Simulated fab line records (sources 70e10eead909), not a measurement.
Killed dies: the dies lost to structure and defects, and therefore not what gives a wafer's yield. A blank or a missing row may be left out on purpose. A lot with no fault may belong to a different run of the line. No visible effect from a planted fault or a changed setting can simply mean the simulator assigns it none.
Struck lot and sound lot, side by side || flow nand harc || 15 steps out of a route of 1302
Sound: wafers L464.3, L464.4, L464.5. Struck: wafer L474.1 (left out: L474.4, L474.6 of the same lot, which were not struck); the cause appears at the end.
At each step with rows: each side's tool, then ch and its chambers, then its first start. Under that, the readings that differ: sound wafers || struck wafers || difference of the means || sigmas: that difference in standard deviations of wafers without a fault.
alike: readings with means less than 2 such deviations apart, plus words and numbers identical on both sides. not compared: withheld readings, readings lacking a value on some wafer, bounds such as >300 that could conceal the same value, and numbers that have no deviation in the record and whose values overlap.
The two part at a step that has a row with sigmas, a row that says differs or no value, or rows on one side only. When numbers do not overlap yet have no deviation, they are printed without sigmas and do not part them. Lack of a reading on every wafer of one side parts them only where that side has two or more wafers.

first, 8 steps without rows for these wafers: NHARC_THIN_TSV_DEHYDRATE_25 (time 120 s); NHARC_THIN_TSV_HMDS_26 (time 30 s); NHARC_THIN_TSV_COAT_27; NHARC_THIN_TSV_SOFTBAKE_28 (time 95 s); NHARC_THIN_TSV_EBR_29; NHARC_THIN_TSV_EXPOSE_30 (exposes mask PAD); NHARC_THIN_TSV_PEB_31 (peb time 85 s); NHARC_THIN_TSV_DEVELOP_32 (time 70 s).
NHARC_THIN_TSV_CD_MEAS_33: the cd target is 5000 nm.
  sound on cd sem-03 ch 0, day 24 19:47; struck on cd sem-03 ch 0, day 30 13:34
  alike: cd nm
then, 1 step without rows for these wafers: NHARC_THIN_TSV_HARDBAKE_34 (time 80 s).
NHARC_THIN_TSV_DESCUM_35: chemistry O2, time 3 s.
  sound on rie diel-10 ch 1,3, day 24 19:57; struck on rie diel-10 ch 3, day 30 13:46
  alike: drypump motor current A, oes product au, rf vpp V, showerhead plenum p Torr, throttle valve pct
  not compared: rf hours counter h
NHARC_THIN_TSV_ETCH_59: etches the open film in Cl2/BCl3, target depth 880 nm, time 138.1 s.
  sound on rie metal-01 ch 0,1, day 24 20:10; struck on rie metal-01 ch 1, day 30 13:53
{"reading": "rf hours counter h (h)", "sound": "- - -", "struck": 2.4, "difference": "no value on the sound wafers", "sigmas": ""}
  alike: bcl3 flow sccm, drypump motor current A, oes product au, run length s, throttle valve pct
NHARC_THIN_TSV_ETCH_36: etches the open film in Cl2/BCl3, target depth 65 nm, time 18.571 s.
  sound on rie metal-01 ch 0,1, day 24 20:22; struck on rie metal-01 ch 0, day 30 14:08
{"reading": "rf hours counter h (h)", "sound": "- - -", "struck": 2.6, "difference": "no value on the sound wafers", "sigmas": ""}
{"reading": "run length s (s)", "sound": "39.3 40.2 40.1", "struck": 35.1, "difference": -4.8, "sigmas": -12}
  alike: drypump motor current A, oes product au
NHARC_THIN_TSV_STRIP_56: strips in O2.
  sound on plasma asher-01 ch 0,1, day 24 20:32; struck on plasma asher-02 ch 0, day 30 14:14
{"reading": "heater power w (W)", "sound": "289 329 291", "struck": 357, "difference": "+54", "sigmas": "+2"}
{"reading": "rf hours counter h (h)", "sound": "- - -", "struck": 20, "difference": "no value on the sound wafers", "sigmas": ""}
  alike: drypump motor current A
NHARC_END_SORT_01:
  the record has rows for the sound wafers here (prober-01 ch 0, day 25 08:41) and none for the struck ones

== WHERE THEY PART ==
At NHARC_THIN_TSV_ETCH_59 first; at NHARC_END_SORT_01 last (within this record only).

WHY: whatever the simulator had introduced
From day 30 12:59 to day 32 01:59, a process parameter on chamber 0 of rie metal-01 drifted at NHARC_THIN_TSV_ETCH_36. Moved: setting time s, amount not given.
